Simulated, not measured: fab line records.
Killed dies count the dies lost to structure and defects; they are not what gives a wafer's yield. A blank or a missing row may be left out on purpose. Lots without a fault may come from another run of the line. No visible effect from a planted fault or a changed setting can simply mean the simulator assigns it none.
fab line records + flow n5_finfet
[record]
- lots = 5
- wafers = 15
- last_day = 17
route steps=1938 shown BEOL_M8@1344
lots with no fault: from the same line, run without faults
start_h: start of the lot's first displayed wafer, in hours after the record's first day + wait_h: hours elapsed since this lot's preceding step + " the same as in the row above + L1.1+2: several wafers, shown together as one row + - no value, or no start was given + * or withheld: withheld + < > ~ a bound
route shown NAME@n: names a module that has steps shown in the file, with the first one's number in the route + usual: average and standard deviation across the fault-free wafers + same: alike in all rows + chamber/n: place in a boat + sites: readings site by site + _std_site: their standard deviation + _edge_site: inner sites' mean taken away from outer sites' mean + radius_mm: how far each site lies from the wafer's centre + mask NAME#n: copy n + behind: the last tool/chamber to shape the wafer + hold: reason for holding the lot/hours on hold/outcome of the hold + device: names the non-switching transistor (n, p or np) + end of line: the same wafers' tests at the end of the route + a step given without rows: its recipe and nothing more + killed: at the first sort, the dies lost to defects and structure; wafer yield is something else + map: dies across one wafer; x = killed, . = not, _ = none there
set.NAME: the setting as run; set.NAME@STEP: as run at that earlier step + model.NAME: the simulator's own value behind a step, which no gauge read
certain route steps with their lots: each step a table, each wafer a row
services: from which hour (start_h, from the record's first day; less than 0 if before it) a tool's chamber was out of use, for how many hours, and why
[[steps]]
[step N5_BEOL_M8_DEVELOP_10]
[recipe]
- develop_time_s = 30
- developer = TMAH
- resist = CAR-ArF
- rinse_liquid = diw
- dry = air_spin
- dev_temp_c = 23
[step N5_BEOL_M8_DESCUM_16]
[recipe]
- chemistry = O2
- time_s = 7.9
- source_power_w = 50
- bias_power_w = 20
- pressure_mtorr = 20
- rf_frequency_hz = 2.712e+07
- temp_c = 40
- resist = CAR-ArF
- o2_flow_sccm = 225
[step N5_BEOL_M8_ETCH_61]
[recipe]
- chemistry = CF4
- target = SiARC
- target_depth_a = 455
- mask_material = CAR-ArF
- time_s = 75.8
- ion_energy_ev = 80
- pressure_mtorr = 40
- source_w = 545
- bias_w = 36
- Ar_flow_sccm = 100
- cf4_flow_sccm = 100
- ends = cleared
[step N5_BEOL_M8_ETCH_62]
[recipe]
- chemistry = N2/H2
- target = SOC
- target_depth_a = 1100
- overetch_a = 220
- mask_material = SiARC
- temp_c = 40
- time_s = 165
- ion_energy_ev = 200
- pressure_mtorr = 30
- source_w = 840
- bias_w = 150
- n2_flow_sccm = 200
- h2_flow_sccm = 200
[step N5_BEOL_M8_STRIP_68]
[recipe]
- chemistry = N2/H2
- temp_c = 40
- n2_flow_sccm = 200
- h2_flow_sccm = 200
- rf_frequency_hz = 6e+07
[step N5_BEOL_M8_STRIP_67]
[recipe]
- chemistry = CF4
- resist = SiARC
- power_w = 300
- bias_power_w = 75
- pressure_mtorr = 50
- cf4_flow_sccm = 150
- rf_frequency_hz = 6e+07
[step N5_BEOL_M8_HM_OPEN_17]
[recipe]
- chemistry = Cl2/BCl3
- target_depth_a = 200
- overetch_a = 60
- target = TiN
- mask_material = SOC
- ion_energy_ev = 150
- pressure_mtorr = 10
- icp_w = 1000
- bias_w = 126
- Cl2_flow_sccm = 53.25
- bcl3_flow_sccm = 21.75
- Ar_flow_sccm = 25
[step N5_BEOL_M8_STRIP_19]
[recipe]
- chemistry = O2
- power_w = 400
- temp_c = 40
- pressure_mtorr = 30
- rf_frequency_hz = 6e+07
- bias_power_w = 0
- overash_fraction = 0.2
- o2_flow_sccm = 225
[step N5_BEOL_M8_COAT_63]
[recipe]
- resist = SOC
- temp_c = 250
- time_s = 60
- spin_rpm = 1500
- resist_thk_nm = 60
[usual]
- spin_speed_rpm = 1499.9/1
[same]
- time_s = 60
| lot.wafer | tool           | chamber | start_h | wait_h | spin_speed_rpm | model.SOC_of_BEOL_M8_COAT_63.thk_nm |
|-----------|----------------|---------|---------|--------|----------------|-------------------------------------|
| L158.1    | litho_track-04 | 0       | 208.73  | 0.7    | 1498.9         | 59.8                                |
| L158.4    | "              | 0       | "       | "      | 1500.3         | 60.2                                |
| L158.5    | "              | 0       | "       | "      | 1499.1         | 60.2                                |
| L168.3    | litho_track-04 | 0       | 274.70  | 0.0    | 1596.0         | 58.4                                |
| L168.5    | "              | 0       | "       | "      | 1596.4         | 58.2                                |
| L168.6    | "              | 0       | "       | "      | 1596.6         | 58.4                                |
| L170.2    | litho_track-04 | 0       | 285.35  | 0.7    | 1596.1         | 58.4                                |
| L170.3    | "              | 0       | "       | "      | 1596.2         | 58.2                                |
| L170.5    | "              | 0       | "       | "      | 1594.1         | 58.2                                |
| L175.2    | litho_track-04 | 0       | 305.30  | 1.4    | 1597.1         | 58.2                                |
| L175.4    | "              | 0       | "       | "      | 1597.2         | 58.4                                |
| L175.6    | "              | 0       | "       | "      | 1596.7         | 58.6                                |
| L177.2    | litho_track-01 | 0       | 328.51  | 1.7    | 1501.3         | 60.2                                |
| L177.3    | "              | 0       | "       | "      | 1498.5         | 60.4                                |
| L177.6    | "              | 0       | "       | "      | 1500.3         | 60                                  |
[step N5_BEOL_M8_COAT_64]
[recipe]
- resist = SiARC
- temp_c = 220
- time_s = 60
- spin_rpm = 1500
- resist_thk_nm = 12
[step N5_BEOL_M8_COAT_71]
[recipe]
- resist = underlayer
- temp_c = 205
- time_s = 60
- spin_rpm = 1500
- resist_thk_nm = 5
[step N5_BEOL_M8_COAT_22]
[recipe]
- resist = CAR-EUV
- spin_rpm = 1500
- resist_thk_nm = 30
[step N5_BEOL_M8_EBR_24]
[recipe]
- solvent = PGMEA
- ebr_width_mm = 1.5
[step N5_BEOL_M8_SOFTBAKE_23]
[recipe]
- temp_c = 110
- time_s = 60
- resist = CAR-EUV
[step N5_BEOL_M8_EXPOSE_25]
[recipe]
- mask_id = V7
- na = 0.33
- source_shape = annular
- sigma_inner = 0.4
- sigma_outer = 0.8
- polarization = unpolarized
- target_cd_nm = 40
- dose_mj = 42.5
[step N5_BEOL_M8_PEB_26]
[recipe]
- peb_temp_c = 100
- peb_time_s = 60
- resist = CAR-EUV
[step N5_BEOL_M8_DEVELOP_27]
[recipe]
- develop_time_s = 30
- developer = TMAH
- resist = CAR-EUV
- rinse_liquid = surfactant_rinse
- dry = air_spin
- dev_temp_c = 23
[step N5_BEOL_M8_DESCUM_33]
[recipe]
- chemistry = O2
- time_s = 7
- source_power_w = 50
- bias_power_w = 20
- pressure_mtorr = 20
- rf_frequency_hz = 2.712e+07
- temp_c = 40
- resist = CAR-EUV
- o2_flow_sccm = 225
[step N5_BEOL_M8_ETCH_72]
[recipe]
- chemistry = N2/H2
- target = underlayer
- target_depth_a = 65
- mask_material = CAR-EUV
- time_s = 5.2
- ion_energy_ev = 200
- pressure_mtorr = 30
- source_w = 840
- bias_w = 150
- n2_flow_sccm = 200
- h2_flow_sccm = 200
- ends = cleared
[step N5_BEOL_M8_ETCH_65]
[recipe]
- chemistry = CF4
- target = SiARC
- target_depth_a = 156
- mask_material = CAR-EUV
- time_s = 26
- ion_energy_ev = 80
- pressure_mtorr = 40
- source_w = 545
- bias_w = 36
- Ar_flow_sccm = 100
- cf4_flow_sccm = 100
- ends = cleared
[step N5_BEOL_M8_ETCH_66]
[recipe]
- chemistry = N2/H2
- target = SOC
- target_depth_a = 800
- overetch_a = 160
- mask_material = SiARC
- temp_c = 40
- time_s = 120
- ion_energy_ev = 200
- pressure_mtorr = 30
- source_w = 840
- bias_w = 150
- n2_flow_sccm = 200
- h2_flow_sccm = 200
[usual]
- drypump_motor_current_A = 5.9/0.4
- oes_product_au = 0.63/0.079
- rf_vpp_V = 523.0/2.2
- showerhead_plenum_p_Torr = 2.51/0.077
- throttle_valve_pct = 17.70/0.22
[same]
- time_s = 120
| lot.wafer | tool        | chamber | start_h | wait_h | drypump_motor_current_A | oes_product_au | rf_hours_counter_h | rf_vpp_V | showerhead_plenum_p_Torr | throttle_valve_pct | model.etch.depth_nm |
|-----------|-------------|---------|---------|--------|-------------------------|----------------|--------------------|----------|--------------------------|--------------------|---------------------|
| L158.1    | rie_diel-02 | 0       | 209.37  | 0.0    | 6.4                     | 0.57           | 159                | 517.2    | 2.33                     | 17.92              | 59.86               |
| L158.4    | "           | 2       | "       | "      | 5.8                     | 0.73           | 1                  | 523.4    | 2.48                     | 17.61              | 60.14               |
| L158.5    | "           | 1       | "       | "      | 5.4                     | 0.55           | -                  | 525.4    | 2.65                     | 17.82              | 60.11               |
| L168.3    | rie_diel-03 | 1       | 275.18  | 0.0    | 6.4                     | 0.57           | 154                | 524.3    | 2.53                     | 17.75              | 58.48               |
| L168.5    | "           | 2       | "       | "      | 5.5                     | 0.70           | -                  | 522.0    | 2.48                     | 17.41              | 58.22               |
| L168.6    | "           | 0       | "       | "      | 6.3                     | 0.73           | -                  | 521.2    | 2.49                     | 17.55              | 58.31               |
| L170.2    | rie_diel-03 | 3       | 286.22  | 0.0    | 6.0                     | 0.52           | 233                | 522.8    | 2.52                     | 17.74              | 58.35               |
| L170.3    | "           | 1       | "       | "      | 6.3                     | 0.56           | 159                | 524.8    | 2.53                     | 17.77              | 58.29               |
| L170.5    | "           | 1       | "       | "      | 6.4                     | 0.56           | -                  | 523.0    | 2.53                     | 17.77              | 58.27               |
| L175.2    | rie_diel-05 | 1       | 305.95  | 0.0    | 5.2                     | 0.73           | 4                  | 525.9    | 2.60                     | 17.68              | 58.15               |
| L175.4    | "           | 1       | "       | "      | 5.2                     | 0.74           | -                  | 525.3    | 2.60                     | 17.69              | 58.37               |
| L175.6    | "           | 0       | "       | "      | 5.8                     | 0.72           | -                  | 525.3    | 2.59                     | 17.28              | 58.52               |
| L177.2    | rie_diel-02 | 1       | 328.98  | 0.0    | 5.4                     | 0.53           | 241                | 526.8    | 2.63                     | 17.90              | 60.11               |
| L177.3    | "           | 2       | "       | "      | 5.8                     | 0.65           | 48                 | 520.9    | 2.47                     | 17.69              | 60.37               |
| L177.6    | "           | 3       | "       | "      | 6.0                     | 0.60           | -                  | 521.0    | 2.44                     | 17.84              | 60.07               |
[step N5_BEOL_M8_STRIP_69]
[recipe]
- chemistry = N2/H2
- temp_c = 40
- n2_flow_sccm = 200
- h2_flow_sccm = 200
- rf_frequency_hz = 6e+07
[step N5_BEOL_M8_STRIP_73]
[recipe]
- chemistry = N2/H2
- temp_c = 40
- n2_flow_sccm = 200
- h2_flow_sccm = 200
- rf_frequency_hz = 6e+07
[step N5_BEOL_M8_VIA_ETCH_34]
[recipe]
- chemistry = C4F6/O2
- target = SiCOH_lowk
- target_depth_a = 1255
- mask_material = SOC
- taper_deg = 4
- time_s = 50.5
- ion_energy_ev = 250
- pressure_mtorr = 30
- source_w = 345
- bias_w = 185
- Ar_flow_sccm = 300
- C4F6_flow_sccm = 10
- O2_flow_sccm = 10
[usual]
- drypump_motor_current_A = 5.9/0.4
- oes_o_777_au = 0.82/0.11
- oes_product_au = 0.82/0.11
- rf_vpp_V = 664/16
- showerhead_plenum_p_Torr = 2.82/0.085
- throttle_valve_pct = 20.81/0.21
[same]
- time_s = 50.5
| lot.wafer | tool        | chamber | start_h | wait_h | drypump_motor_current_A | oes_o_777_au | oes_product_au | rf_hours_counter_h | rf_vpp_V | showerhead_plenum_p_Torr | throttle_valve_pct | model.SOC_of_BEOL_M8_COAT_63.thk_nm |
|-----------|-------------|---------|---------|--------|-------------------------|--------------|----------------|--------------------|----------|--------------------------|--------------------|-------------------------------------|
| L158.1    | rie_diel-02 | 0       | 209.47  | 0.0    | 6.4                     | 0.74         | 0.74           | 159                | 671      | 2.63                     | 21.03              | 53.8                                |
| L158.4    | "           | 2       | "       | "      | 5.8                     | 0.95         | 0.96           | 1                  | 695      | 2.79                     | 20.73              | 54                                  |
| L158.5    | "           | 1       | "       | "      | 5.4                     | 0.69         | 0.72           | -                  | 677      | 2.97                     | 20.90              | 54.2                                |
| L168.3    | rie_diel-03 | 1       | 275.28  | 0.0    | 6.4                     | 0.75         | 0.73           | 154                | 646      | 2.86                     | 21.03              | 52.6                                |
| L168.5    | "           | 2       | "       | "      | 5.5                     | 0.94         | 0.93           | -                  | 649      | 2.79                     | 20.57              | 52.2                                |
| L168.6    | "           | 0       | "       | "      | 6.3                     | 0.97         | 0.99           | -                  | 660      | 2.78                     | 20.62              | 52.2                                |
| L170.2    | rie_diel-03 | 3       | 286.33  | 0.0    | 6.0                     | 0.69         | 0.70           | 233                | 645      | 2.82                     | 20.72              | 52.2                                |
| L170.3    | "           | 1       | "       | "      | 6.4                     | 0.74         | 0.74           | 159                | 647      | 2.86                     | 21.04              | 52.2                                |
| L170.5    | "           | 1       | "       | "      | 6.3                     | 0.74         | 0.75           | -                  | 646      | 2.86                     | 21.04              | 52.2                                |
| L175.2    | rie_diel-05 | 1       | 306.05  | 0.0    | 5.1                     | 1.02         | 0.98           | 4                  | 666      | 2.92                     | 20.90              | 51.8                                |
| L175.4    | "           | 1       | "       | "      | 5.1                     | 1.02         | 0.99           | -                  | 667      | 2.92                     | 20.90              | 52                                  |
| L175.6    | "           | 0       | "       | "      | 5.8                     | 0.99         | 0.96           | -                  | 667      | 2.91                     | 20.43              | 52.2                                |
| L177.2    | rie_diel-02 | 1       | 329.08  | 0.0    | 5.4                     | 0.66         | 0.68           | 241                | 678      | 2.95                     | 20.94              | 54.4                                |
| L177.3    | "           | 2       | "       | "      | 5.8                     | 0.83         | 0.86           | 48                 | 696      | 2.77                     | 20.79              | 54.2                                |
| L177.6    | "           | 3       | "       | "      | 5.9                     | 0.77         | 0.79           | -                  | 658      | 2.74                     | 20.97              | 54.2                                |
[step N5_BEOL_M8_STRIP_76]
[recipe]
- chemistry = C4F6/O2
- resist = SiARC
- rf_frequency_hz = 6e+07
[[services]]
| tool           | chamber | start_h | hours | kind                          |
|----------------|---------|---------|-------|-------------------------------|
| rie_diel-02    | 2       | 188.84  | -     | clean                         |
| rie_diel-02    | 2       | 188.84  | -     | consumable_replace:focus_ring |
| rie_diel-02    | 2       | 188.84  | 16.3  | scheduled_down                |
| rie_diel-02    | 2       | 188.84  | 16.3  | vent_cycle                    |
| rie_diel-03    | 2       | 203.59  | -     | clean                         |
| rie_diel-03    | 2       | 203.59  | -     | consumable_replace:focus_ring |
| rie_diel-03    | 2       | 203.59  | 17.8  | scheduled_down                |
| rie_diel-03    | 2       | 203.59  | 17.8  | vent_cycle                    |
| rie_diel-03    | 1       | 217.32  | 3.5   | repair                        |
| rie_diel-03    | 0       | 221.39  | -     | clean                         |
| rie_diel-03    | 0       | 221.39  | -     | consumable_replace:focus_ring |
| rie_diel-03    | 0       | 221.39  | 21.7  | scheduled_down                |
| rie_diel-03    | 0       | 221.39  | 21.7  | vent_cycle                    |
| litho_track-04 | -       | 222.54  | -     | consumable_replace:filter     |
| rie_diel-05    | 3       | 253.97  | 1.8   | repair                        |
| rie_diel-05    | 0       | 257.65  | -     | clean                         |
| rie_diel-05    | 0       | 257.65  | -     | consumable_replace:focus_ring |
| rie_diel-02    | 1       | 259.41  | 3.0   | repair                        |
| litho_track-04 | -       | 269.25  | -     | consumable_replace:filter     |
| rie_diel-02    | 0       | 272.35  | 6.4   | repair                        |
| rie_diel-03    | 3       | 272.91  | 8.3   | repair                        |
| rie_diel-03    | 2       | 308.08  | 2.5   | repair                        |
| rie_diel-03    | 3       | 308.34  | 5.9   | repair                        |
| rie_diel-03    | 1       | 314.59  | 8.3   | repair                        |
[[key]]
[first_sign]
- step = N5_BEOL_M8_COAT_63
- reading = spin_speed_rpm
- direction = up
- sigmas = 97
- usual = *
- struck = *
effect none on later readings
[model_effect]
- step = N5_BEOL_M8_COAT_63
- value = SOC_of_BEOL_M8_COAT_63.thk_nm
- without = 60.2
- struck = 58.33
[model_effect]
- step = N5_BEOL_M8_ETCH_66
- value = etch.depth_nm
- without = 60.18
- struck = 58.33
[model_effect]
- step = N5_BEOL_M8_VIA_ETCH_34
- value = SOC_of_BEOL_M8_COAT_63.thk_nm
- without = 54.02
- struck = 52.18
met_at N5_BEOL_M8_COAT_63
struck_wafers L168.3,L168.5,L168.6,L170.2,L170.3,L170.5,L175.2,L175.4,L175.6
onset_between 208.73 274.70
[fault]
- kind = process_parameter_drift
- tool = litho_track-04
- chamber = -
- onset_h = 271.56
- steps = N5_BEOL_M8_COAT_63
- channel = spin_rpm
- offset = *
- shape = step
- end_h = 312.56
- acts_in = *
- stated = *
